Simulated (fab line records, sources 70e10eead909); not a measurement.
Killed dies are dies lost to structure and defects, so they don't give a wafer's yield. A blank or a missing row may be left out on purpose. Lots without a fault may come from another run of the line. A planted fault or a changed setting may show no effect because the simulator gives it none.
Chamber matching | flow nand_harc | NHARC_A_STAIRCASE_DESCUM_443 on rie_diel-13: 4 sister chambers
The step chemistry O2, time 3 s. 8 wafers are shown with their chamber, then 8 later ones without.

WAFERS WITH THEIR CHAMBER
wafer  | chamber | showerhead_plenum_p_Torr (Torr) | oes_product_au (a.u.)
L078.5 | 3       | 1.82                            | 0.984
L080.5 | 1       | 1.77                            | 1.010
L083.4 | 0       | 1.91                            | 0.998
L083.5 | 3       | 1.82                            | 0.998
L086.2 | 2       | 1.91                            | 1.001
L086.4 | 0       | 1.91                            | 1.003
L086.5 | 2       | 1.91                            | 1.007
L090.2 | 1       | 2.07                            | 1.003

WAFERS WITHOUT THEIR CHAMBER
wafer  | showerhead_plenum_p_Torr (Torr) | oes_product_au (a.u.)
L090.4 | 1.91                            | 1.007
L090.5 | 1.81                            | 0.992
L089.4 | 2.07                            | 1.000
L089.5 | 1.91                            | 0.995
L089.6 | 1.81                            | 0.991
L094.2 | 1.90                            | 1.005
L094.4 | 1.90                            | 1.001
L094.6 | 2.07                            | 1.005

WHICH CHAMBER EACH WENT THROUGH
wafer  | from the rows above               | in truth
L090.4 | can't be placed: 1 or 2 or 0      | 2
L090.5 | can't be placed: 3 or 0 or 2      | 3
L089.4 | can't be placed: 0 or 2 or 1 or 3 | 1
L089.5 | can't be placed: 0 or 3 or 2 or 1 | 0
L089.6 | can't be placed: 3 or 0           | 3
L094.2 | can't be placed: 2 or 1 or 0      | 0
L094.4 | can't be placed: 0 or 2 or 1 or 3 | 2
L094.6 | can't be placed: 1 or 2 or 0 or 3 | 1
Placed correctly: 0 of 8. Can't be placed from these rows: 8 (the true chamber is among the candidates in 8). Placed wrongly: 0.
How it was worked out, from the rows above alone: a wafer's distance from a chamber is the root of the sum, over the readings, of the square of ((its reading less the chamber's mean) divided by the reading's scatter). The wafer belongs to the nearest chamber; if the next one is less than 2 further off, it can't be placed. A chamber's mean is the mean of its shown wafers. The scatter: the root of (the sum of the squares of (reading less its chamber's mean) over the shown wafers, divided by (wafers less chambers)).
